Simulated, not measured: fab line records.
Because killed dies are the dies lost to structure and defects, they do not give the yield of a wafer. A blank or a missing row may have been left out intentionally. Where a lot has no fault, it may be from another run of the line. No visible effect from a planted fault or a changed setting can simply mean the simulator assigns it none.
The tool behind it: which one? | flow n5Finfet | 36 wafers from 12 lots sampled at 3 of the route's 1938 steps

WHAT THE GAUGES SHOWED, per wafer
N5_SD_EPI_N_INSPECT_26: inspects for defects (darkfield).
lot  | measured    | on               | rawDefectCount
L075 | day 3 11:19 | defectInspect-02 | 197 228 228
L077 | day 3 22:44 | defectInspect-01 | 216 238 153
L079 | day 4 12:06 | defectInspect-01 | 311 231 226
L081 | day 5 00:17 | defectInspect-02 | 207 293 260
L083 | day 5 10:54 | defectInspect-01 | 213 239 186
L085 | day 6 00:06 | defectInspect-01 | 194 164 223
L087 | day 6 12:09 | defectInspect-02 | 292 292 236
L089 | day 7 03:49 | defectInspect-02 | 237 246 220
L091 | day 7 15:04 | defectInspect-02 | 229 215 304
L093 | day 7 23:05 | defectInspect-02 | 311 224 231
L095 | day 8 12:03 | defectInspect-02 | 209 279 255
L097 | day 9 00:59 | defectInspect-02 | 201 144 183

EACH LOT AND THE TOOL THAT RAN IT (in order: tool; ch and the chambers of the sampled wafers; start)
lot  | N5_DUMMY_GATE_ETCH_31            | N5_SPACER0_ALD_08
L075 | rieDiel-03 ch 0,2,3, day 3 04:11 | aldSin-03 ch 0,1,3, day 3 05:55
L077 | rieDiel-06 ch 0,1, day 3 16:58   | aldSin-03 ch 0,2,3, day 3 18:08
L079 | rieDiel-05 ch 0,2,3, day 4 06:08 | aldSin-02 ch 0,1,3, day 4 07:27
L081 | rieDiel-06 ch 2,3, day 4 17:34   | aldSin-04 ch 0,1,2, day 4 19:32
L083 | rieDiel-06 ch 0,1,2, day 5 05:13 | aldSin-02 ch 0,2, day 5 06:26
L085 | rieDiel-05 ch 0,1,3, day 5 17:46 | aldSin-02 ch 0,2,3, day 5 18:57
L087 | rieDiel-05 ch 0,1,3, day 6 06:11 | aldSin-02 ch 1,2, day 6 07:38
L089 | rieDiel-06 ch 0,1,3, day 6 21:29 | aldSin-02 ch 0,1,2, day 6 23:18
L091 | rieDiel-05 ch 1,2,3, day 7 08:57 | aldSin-04 ch 0,2,3, day 7 10:10
L093 | rieDiel-03 ch 0,3, day 7 16:57   | aldSin-03 ch 0,1, day 7 18:07
L095 | rieDiel-05 ch 0,3, day 8 06:16   | aldSin-03 ch 0,1, day 8 07:27
L097 | rieDiel-05 ch 0,2,3, day 8 16:49 | aldSin-04 ch 1,2,3, day 8 20:11
- N5_DUMMY_GATE_ETCH_31: etches SiO2 in C4F6/O2, target depth 82.5 nm, time 27.5 s.
- N5_SPACER0_ALD_08: deposits SiNx, target thk 2 nm.

THE ANSWER, worked out from the rows above alone
Rule: usual is defined by the lots themselves. Put in order of their means at a reading, lots are off if they are a third of the lots or fewer, leave a main group of 4 or more, and stand apart from it by a gap of 3 or more times the standard deviation of the main group's means; of several such gaps the widest counts. Not used: any main group whose means are identical at the precision the tables above print for the reading. Also off: a lot with no number at a reading for which 4 or more lots have one. Where the step has rows for the other lots, those lots are counted as sound.
Nothing can be told from this: no lot is off at any reading shown.

WHAT THE SIMULATOR PUT IN
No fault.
